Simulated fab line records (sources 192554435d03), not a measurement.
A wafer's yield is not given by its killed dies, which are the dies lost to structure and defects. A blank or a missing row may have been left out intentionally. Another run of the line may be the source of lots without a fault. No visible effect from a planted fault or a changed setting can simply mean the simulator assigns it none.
fab line records	flow n5Finfet	part 2 of 2: steps 5 to 6 of 6
[record] lots = 21	wafers = 63	lastDay = 17
route steps=1938 shown HKMG_FIN@402 GATE_CUT@465
lots that met no fault: taken from a fault-free run of the same line
startH: hours from the record's first day to the start of the lot's first wafer shown	waitH: hours elapsed since this lot's preceding step	" repeats the value in the row above	L1.1+2: one row covering several wafers at once	- no value, or no start given	* or withheld: withheld	< > ~ a bound
route shown NAME@n: NAME is a module with steps in the file, n the number in the route of the first one	usual: mean and standard deviation over wafers with no fault	same: alike in all rows	chamber/n: place in a boat	sites: per-site readings	_std_site: standard deviation across them	_edge_site: mean of outer sites minus mean of inner sites	radiusMm: how far each site lies from the wafer's centre	mask NAME#n: copy n	behind: the most recent tool/chamber to have shaped the wafer	hold: why the lot was held/for how many hours/how that ended	device: whichever transistor did not switch (one of n, p or np)	end of line: at the end of the route, the tests of the same wafers	a step given without rows: its recipe and nothing more	killed: the dies lost at the first sort to structure and to defects; this is not the yield of the wafer	map: the dies of a wafer, with x for killed, . for not killed, _ for no die there
set.NAME: the setting that was run; set.NAME@STEP: the one run at that earlier step	model.NAME: the simulator's own value behind a step, which no gauge read
the route's steps for a sample of lots (tables are steps, rows are wafers)
services: the hour from which a tool's chamber was out of use, counted from the record's first day as startH (under 0 if before that day), plus the number of hours and why
[[steps]]
[step N5_GATE_CUT_ETCHBACK_00]
[recipe] chemistry = SF6/Cl2	target = W	pressureMtorr = 8	icpW = 900	biasW = 80	SF6_flow_sccm = 40	Cl2_flow_sccm = 60
[usual] biasW = 79.99/0.27	drypumpMotorCurrentA = 6.1/0.44	oesProductAu = 0.72/0.091	throttleValvePct = 27.37/0.14
lot.wafer	tool	chamber	startH	waitH	biasW	drypumpMotorCurrentA	oesProductAu	rfHoursCounterH	throttleValvePct
L074.2	rieMetal-02	0	77.94	0.1	80.16	5.8	0.69	-	27.50
L074.4	"	0	"	"	79.83	5.9	0.68	-	27.49
L074.5	"	0	"	"	79.84	5.9	0.68	-	27.50
L075.3	rieMetal-01	0	85.58	0.1	79.80	6.2	0.64	-	27.45
L075.5	"	0	"	"	80.14	6.3	0.64	-	27.45
L075.6	"	1	"	"	79.91	6.5	0.61	-	27.36
L076.2	rieMetal-02	0	91.89	0.1	79.98	5.9	0.68	-	27.49
L076.5	"	0	"	"	79.89	5.8	0.68	-	27.50
L076.6	"	0	"	"	80.20	5.8	0.68	-	27.50
L077.2	rieMetal-02	0	98.18	0.1	80.22	5.9	0.68	-	27.50
L077.4	"	0	"	"	79.73	5.9	0.67	-	27.49
L077.6	"	0	"	"	79.49	5.9	0.67	-	27.50
L078.3	rieMetal-03	0	105.89	0.1	79.40	5.4	0.75	-	27.39
L078.4	"	1	"	"	80.13	6.5	0.88	-	27.07
L078.6	"	1	"	"	80.24	6.5	0.89	-	27.10
L079.2	rieMetal-03	1	115.17	0.0	80.01	6.5	0.87	16	27.10
L079.3	"	1	"	"	79.85	6.5	0.88	-	27.08
L079.4	"	0	"	"	80.10	5.4	0.74	-	27.40
L080.2	rieMetal-01	1	117.13	0.0	80.47	6.6	0.61	128	27.36
L080.4	"	0	"	"	80.07	6.2	0.63	-	27.45
L080.6	"	1	"	"	80.10	6.6	0.61	-	27.37
L081.1	rieMetal-03	1	123.42	0.0	79.84	6.4	0.89	16	27.11
L081.4	"	1	"	"	79.49	6.5	0.88	-	27.11
L081.6	"	1	"	"	79.59	6.5	0.87	-	27.07
L083.3	rieMetal-01	1	131.92	0.1	79.88	6.6	0.61	-	27.36
L083.4	"	0	"	"	79.72	6.3	0.64	-	27.45
L083.5	"	1	"	"	79.60	6.6	0.61	-	27.36
L084.2	rieMetal-01	0	139.57	0.0	80.19	6.2	0.63	112	27.46
L084.4	"	0	"	"	79.40	6.3	0.64	-	27.45
L084.6	"	1	"	"	80.58	6.6	0.61	-	27.34
L085.1	rieMetal-03	1	152.04	0.0	79.93	6.5	0.86	20	27.10
L085.2	"	0	"	"	79.67	5.4	0.73	58	27.39
L085.6	"	0	"	"	79.75	5.4	0.74	-	27.41
L086.2	rieMetal-03	0	154.99	0.0	79.81	5.3	0.74	59	27.40
L086.3	"	0	"	"	79.68	5.4	0.74	-	27.39
L086.6	"	1	"	"	79.69	6.5	0.86	-	27.11
L087.1	rieMetal-02	0	158.15	0.0	80.25	5.9	0.67	85	27.50
L087.5	"	1	"	"	80.00	6.5	0.83	-	27.36
L087.6	"	0	"	"	80.52	5.9	0.67	-	27.50
L089.2	rieMetal-01	1	172.20	0.0	79.97	6.6	0.60	134	27.37
L089.4	"	1	"	"	80.09	6.5	0.59	-	27.37
L089.5	"	0	"	"	80.16	6.3	0.63	-	27.46
L090.2	rieMetal-01	1	174.96	0.0	79.82	6.6	0.60	134	27.35
L090.3	"	0	"	"	79.85	6.3	0.63	-	27.45
L090.6	"	0	"	"	80.23	6.2	0.63	-	27.46
L091.2	rieMetal-02	0	184.18	0.0	80.11	5.9	0.67	88	27.51
L091.3	"	0	"	"	79.99	5.8	0.67	-	27.52
L091.6	"	1	"	"	80.15	6.5	0.81	-	27.37
L092.2	rieMetal-03	1	189.31	0.0	80.19	6.5	0.85	23	27.12
L092.3	"	0	"	"	80.21	5.4	0.73	-	27.40
L092.4	"	1	"	"	79.94	6.5	0.85	-	27.12
L093.1	rieMetal-02	0	195.56	0.0	80.16	5.9	0.67	89	27.51
L093.2	"	1	"	"	80.44	6.5	0.81	32	27.39
L093.5	"	0	"	"	80.53	5.9	0.67	-	27.52
L095.1	rieMetal-02	1	207.53	0.0	79.20	6.5	0.81	32	27.38
L095.3	"	1	"	"	80.01	6.5	0.81	-	27.38
L095.4	"	0	"	"	80.29	5.9	0.66	-	27.50
L096.1	rieMetal-03	0	212.48	0.0	79.89	5.4	0.71	63	27.43
L096.3	"	1	"	"	80.33	6.5	0.84	-	27.11
L096.4	"	0	"	"	80.10	5.4	0.73	-	27.41
L097.2	rieMetal-03	0	219.69	0.0	80.14	5.4	0.71	64	27.42
L097.4	"	1	"	"	80.18	6.5	0.83	-	27.12
L097.5	"	1	"	"	79.72	6.5	0.84	-	27.11
[step N5_GATE_CUT_ETCH_58]
[recipe] chemistry = CH3F/O2	target = SiNx	targetDepthA = 170	timeS = 128.6	ionEnergyEv = 50	pressureMtorr = 30	sourceW = 415	biasW = 21	Ar_flow_sccm = 150	CH3F_flow_sccm = 30	O2_flow_sccm = 20
[usual] CH3F_flow_sccm = 30.01/0.097	biasW = 21.00/0.066	drypumpMotorCurrentA = 5.5/0.42	oesProductAu = 0.78/0.1	rfVppV = 99.3/0.87	showerheadPlenumPTorr = 2.01/0.074	throttleValvePct = 16.3/0.31
lot.wafer	tool	chamber	startH	waitH	CH3F_flow_sccm	biasW	drypumpMotorCurrentA	oesProductAu	rfHoursCounterH	rfVppV	showerheadPlenumPTorr	throttleValvePct
L074.2	rieDiel-06	1	78.46	0.1	29.88	20.91	5.8	0.68	243	99.3	1.97	16.5
L074.4	"	3	"	"	29.93	20.95	4.8	0.74	180	99.6	2.07	16.3
L074.5	"	3	"	"	29.99	20.94	4.8	0.74	-	98.5	2.07	16.3
L075.3	rieDiel-04	1	85.83	0.0	29.90	20.85	5.4	0.77	128	100.0	1.99	16.1
L075.5	"	2	"	"	29.94	20.97	5.2	0.95	-	99.0	2.05	15.9
L075.6	"	3	"	"	29.94	20.99	5.9	0.74	-	98.2	2.08	16.8
L076.2	rieDiel-04	2	92.42	0.1	30.09	21.01	5.2	0.93	10	99.7	2.05	15.9
L076.5	"	2	"	"	30.12	21.07	5.2	0.94	-	99.3	2.04	15.9
L076.6	"	1	"	"	30.08	20.80	5.3	0.77	-	99.6	1.99	16.1
L077.2	rieDiel-04	1	98.70	0.1	30.03	21.03	5.3	0.76	132	98.4	1.99	16.1
L077.4	"	2	"	"	29.95	20.95	5.2	0.93	12	100.8	2.04	15.9
L077.6	"	1	"	"	30.04	20.93	5.3	0.77	-	99.9	1.99	16.1
L078.3	rieDiel-02	2	106.14	0.0	29.93	20.95	5.5	0.73	188	98.2	2.10	16.6
L078.4	"	0	"	"	30.05	21.10	5.8	0.68	242	99.7	1.87	16.4
L078.6	"	0	"	"	30.10	21.08	5.8	0.68	-	99.3	1.87	16.4
L079.2	rieDiel-02	2	115.57	0.1	29.91	20.94	5.5	0.72	190	98.3	2.09	16.6
L079.3	"	1	"	"	29.91	20.98	6.0	0.70	213	99.6	1.91	16.3
L079.4	"	3	"	"	29.98	20.97	6.0	0.72	228	101.0	2.06	16.6
L080.2	rieDiel-02	1	117.42	0.0	30.03	21.13	6.0	0.69	213	98.3	1.91	16.3
L080.4	"	0	"	"	30.12	21.03	5.8	0.68	245	97.7	1.87	16.4
L080.6	"	1	"	"	29.99	20.97	6.0	0.70	-	98.2	1.91	16.2
L081.1	rieDiel-06	0	123.71	0.0	30.04	21.11	4.8	0.75	179	98.6	1.90	16.5
L081.4	"	2	"	"	30.07	21.10	4.7	0.69	238	99.3	1.89	16.6
L081.6	"	2	"	"	29.97	21.00	4.7	0.69	-	99.2	1.89	16.6
L083.3	rieDiel-04	1	132.17	0.0	29.91	21.04	5.4	0.76	143	99.5	1.99	16.2
L083.4	"	3	"	"	29.96	21.00	5.8	0.73	194	98.5	2.07	16.8
L083.5	"	2	"	"	29.93	20.92	5.2	0.91	-	100.3	2.04	15.9
L084.2	rieDiel-02	2	139.86	0.0	29.98	20.95	5.5	0.72	198	100.5	2.09	16.7
L084.4	"	1	"	"	30.19	21.07	6.0	0.69	-	97.4	1.91	16.3
L084.6	"	3	"	"	30.04	20.92	5.9	0.71	-	99.9	2.05	16.6
L085.1	rieDiel-02	0	152.33	0.0	29.96	21.04	5.8	0.99	2	99.9	2.12	15.9
L085.2	"	1	"	"	30.08	21.03	6.0	0.69	225	98.6	1.91	16.3
L085.6	"	2	"	"	29.94	21.03	5.5	0.72	-	99.4	2.09	16.7
L086.2	rieDiel-04	3	155.28	0.0	30.16	20.98	5.9	0.73	200	99.7	2.07	16.8
L086.3	"	1	"	"	29.79	21.10	5.3	0.75	150	97.5	1.99	16.2
L086.6	"	3	"	"	29.97	21.13	5.8	0.73	-	98.8	2.07	16.8
L087.1	rieDiel-02	1	158.60	0.2	29.93	21.05	6.0	0.68	227	99.8	1.90	16.3
L087.5	"	1	"	"	29.93	20.90	6.0	0.68	-	98.4	1.90	16.3
L087.6	"	2	"	"	30.07	21.04	5.5	0.71	-	99.8	2.09	16.7
L089.2	rieDiel-04	3	172.49	0.0	30.17	21.05	5.8	0.72	206	100.9	2.07	16.8
L089.4	"	1	"	"	30.08	20.98	5.4	0.75	155	99.0	1.99	16.2
L089.5	"	0	"	"	30.00	20.98	5.6	0.94	-	98.9	2.04	16.0
L090.2	rieDiel-04	1	175.25	0.0	30.03	20.97	5.3	0.75	156	99.2	1.98	16.2
L090.3	"	0	"	"	29.99	20.96	5.6	0.94	22	99.6	2.04	16.0
L090.6	"	3	"	"	29.99	20.99	5.8	0.72	-	100.7	2.07	16.9
L091.2	rieDiel-02	0	184.48	0.1	30.06	21.06	5.8	0.93	12	99.2	2.11	15.9
L091.3	"	3	"	"	29.88	21.01	5.9	0.70	249	99.9	2.05	16.6
L091.6	"	0	"	"	30.14	21.04	5.8	0.94	-	100.2	2.11	15.9
L092.2	rieDiel-06	0	189.63	0.1	30.08	20.96	4.8	0.73	200	99.4	1.90	16.5
L092.3	"	3	"	"	30.10	20.93	4.8	0.70	217	99.3	2.06	16.4
L092.4	"	3	"	"	30.00	20.92	4.8	0.70	-	100.3	2.06	16.4
L093.1	rieDiel-02	0	195.85	0.0	29.96	20.89	5.8	0.94	17	100.7	2.11	15.9
L093.2	"	1	"	"	30.18	21.02	6.0	0.68	241	98.3	1.90	16.3
L093.5	"	1	"	"	29.98	20.97	6.0	0.69	-	98.5	1.90	16.3
L095.1	rieDiel-06	0	207.91	0.1	29.90	21.09	4.8	0.73	206	98.0	1.89	16.5
L095.3	"	2	"	"	29.88	20.98	4.6	0.95	3	100.2	2.13	16.2
L095.4	"	3	"	"	29.98	21.08	4.8	0.70	222	99.4	2.06	16.4
L096.1	rieDiel-04	3	212.77	0.0	30.13	20.88	5.9	0.72	218	100.3	2.07	16.8
L096.3	"	1	"	"	29.79	21.00	5.3	0.74	166	98.8	1.98	16.2
L096.4	"	2	"	"	30.03	21.02	5.2	0.86	48	101.0	2.03	16.0
L097.2	rieDiel-04	1	219.98	0.0	29.97	20.98	5.3	0.74	168	98.9	1.98	16.2
L097.4	"	2	"	"	29.93	21.06	5.2	0.85	49	99.2	2.03	16.0
L097.5	"	3	"	"	30.16	21.04	5.9	0.70	-	99.4	2.07	16.9
[[services]]
tool	chamber	startH	hours	kind
rieMetal-03	1	47.68	7.9	repair
rieDiel-02	-	48.94	4.0	pm
rieDiel-02	-	56.17	2.8	pm
rieMetal-03	-	58.80	4.3	pm
rieDiel-01	-	64.71	1.3	repair
rieDiel-02	-	73.53	0.7	repair
aldMetal-02	1	78.57	3.0	repair
aldMetal-03	-	87.17	8.7	pm
rieDiel-03	-	93.58	15.6	pm
rieDiel-04	0	102.72	19.0	repair
aldMetal-03	0	116.50	4.1	repair
rieDiel-03	-	128.92	2.1	repair
rieDiel-05	2	141.89	14.4	repair
aldMetal-04	0	151.52	17.6	repair
rieDiel-05	0	157.23	1.9	repair
rieDiel-03	1	159.93	2.5	repair
rieDiel-05	-	161.75	14.6	pm
aldMetal-04	1	163.75	5.6	repair
aldMetal-03	-	164.83	2.8	pm
rieDiel-03	-	170.76	0.3	repair
rieDiel-01	-	179.88	15.6	pm
rieDiel-04	-	189.90	2.8	pm
aldMetal-04	1	194.18	6.9	repair
rieDiel-01	-	198.29	0.4	repair
